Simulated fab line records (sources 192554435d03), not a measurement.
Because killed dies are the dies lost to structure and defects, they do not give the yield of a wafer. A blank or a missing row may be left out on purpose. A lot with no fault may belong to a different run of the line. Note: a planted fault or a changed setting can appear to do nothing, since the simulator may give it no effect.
2 desks looking at one fault	flow n5_finfet	numbers are kept per desk, each desk with only its own; the story behind them comes last

THE TOOL OWNER'S DESK: pecvd-02
The tool's own readings at N5_PASSIVATION_PECVD_53 (deposits SiO2 from TEOS/O2, target thk 800 nm, time 169.4 s): means of the sampled wafers that have a number, for each lot that ran on this tool. Any lot whose mean is over 4 standard deviations away from the usual mean is out of limits and marked OUT; that distance is given in the brackets.
Columns: A = run_length_s at N5_PASSIVATION_PECVD_53, usual 197.1 s; B = susceptor_temp_C at N5_PASSIVATION_PECVD_53, usual 400.02 C
lot	first seen here	A	B
L669	day 13 14:17	197.3	400.17
L667	day 13 17:37	210.5 (+29) OUT	400.09
L673	day 15 03:29	207.5 (+23) OUT	400.18
L675	day 15 09:10	216.4 (+42) OUT	400.23
L685	day 17 12:41	197.5	399.94
This desk's finding: out of limits on L667, L673, L675; first on L667, day 13 17:37 (run_length_s at N5_PASSIVATION_PECVD_53). L669, L685: within limits.

THE METROLOGY DESK
Lot by lot, what the gauges showed, no matter which tool ran the lot: averages of those sampled wafers that carry a number. Any lot whose mean is over 4 standard deviations away from the usual mean is out of limits and marked OUT; that distance is given in the brackets. Shown here are 7 of its 12 readings, the ones lying furthest out on some lot.
Columns: A = IOFF_P at N5_BEOL_M4_RC_MEAS_101, usual 0.23 nA/um; B = ION_N at N5_BEOL_M4_RC_MEAS_101, usual 680 uA/um; C = ION_P at N5_BEOL_M4_RC_MEAS_101, usual 466 uA/um; D = VT_N at N5_BEOL_M4_RC_MEAS_101, usual 248 mV; E = VT_P at N5_BEOL_M4_RC_MEAS_101, usual -249 mV; F = cd_nm at N5_PASSIVATION_CD_MEAS_44, usual 39997 nm; G = PASS_OPEN_OVL at N5_PASSIVATION_OVL_MEAS_66, usual 0 nm
lot	first seen here	A	B	C	D	E	F	G
L669	day 9 11:29	0.22	671	464	248	-248	39999	-4
L667	day 9 11:35	0.23	683	465	249	-250	40003	-11
L673	day 10 16:55	0.32	688	484	245	-241	39994	2
L675	day 11 07:29	0.20	679	461	250	-251	40004	-6
L677	day 11 13:43	0.22	661	462	252	-248	40007	0
L676	day 11 14:02	0.21	682	464	248	-250	39997	-6
L678	day 11 15:13	0.17	672	452	251	-254	39996	2
L679	day 11 20:49	0.26	683	471	248	-246	39994	-4
L683	day 13 03:29	0.25	692	466	247	-250	39997	4
L682	day 13 05:25	0.28	690	473	247	-244	39999	-4
L685	day 13 11:31	0.29	694	480	242	-242	39999	-7
This desk found nothing out of limits on any of the 11 lots.

ALL TOGETHER
An alarm could have come from the tool owner's desk at day 13 17:37, on L667, L673, L675.
Metrology desk: nothing out of limits seen.
The metrology desk holds a record of L667, L673, L675, inside its limits.
The lots listed all ran N5_PASSIVATION_PECVD_53 on pecvd-02.

WHAT WAS PUT IN BY THE SIMULATOR
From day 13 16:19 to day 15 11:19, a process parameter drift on pecvd-02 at N5_PASSIVATION_PECVD_53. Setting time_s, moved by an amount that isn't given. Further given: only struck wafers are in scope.
Shown lots that were struck: L667, L673, L675.
Each desk's first reading out of limits, in hours after the fault started: the tool owner's desk, 1.
